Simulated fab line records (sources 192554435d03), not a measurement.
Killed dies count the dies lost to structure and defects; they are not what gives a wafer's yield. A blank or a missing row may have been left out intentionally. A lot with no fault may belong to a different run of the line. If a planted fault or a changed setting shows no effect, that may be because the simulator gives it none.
Matching of chambers | flow n5-finfet | N5_BEOL_M9_ETCH_65 on rie-diel-02: 4 sister chambers
The step etches SiARC in CF4, target depth 15.6 nm, time 26 s. 4 wafers are shown with their chamber, then 7 later ones without.

## WAFERS PAIRED WITH THEIR CHAMBERS
wafer  | chamber | showerhead-plenum-p-Torr (Torr)
L084.2 | 2       | 2.02
L088.4 | 3       | 2.24
L090.3 | 0       | 2.10
L090.4 | 1       | 2.11

## WAFERS WITHOUT THEIR CHAMBER
wafer  | showerhead-plenum-p-Torr (Torr)
L090.6 | 2.24
L091.1 | 2.11
L091.5 | 2.24
L091.6 | 2.09
L096.1 | 2.11
L096.4 | 2.23
L096.5 | 2.11

## EACH ONE'S CHAMBER
wafer  | from the rows above     | in truth
L090.6 | 3                       | 3
L091.1 | can't be placed: 1 or 0 | 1
L091.5 | 3                       | 3
L091.6 | can't be placed: 0 or 1 | 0
L096.1 | can't be placed: 1 or 0 | 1
L096.4 | 3                       | 3
L096.5 | can't be placed: 1 or 0 | 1
Correctly placed: 3 of 7. Unplaceable from these rows: 4, with the true chamber sitting among the candidates in 4. 0 placed wrongly.
How it was worked out, from the rows above alone: a wafer's distance from a chamber is the root of the sum, over the readings, of the square of ((its reading less the chamber's mean) divided by the reading's scatter). If the next closest chamber is less than 2 further off than the closest, the wafer can't be placed; otherwise it belongs to the closest. Each chamber's mean is taken over the wafers shown for it. The scatter: with one shown wafer a chamber, the root of the mean of the squares of how far each hidden wafer lies from its nearest shown one.
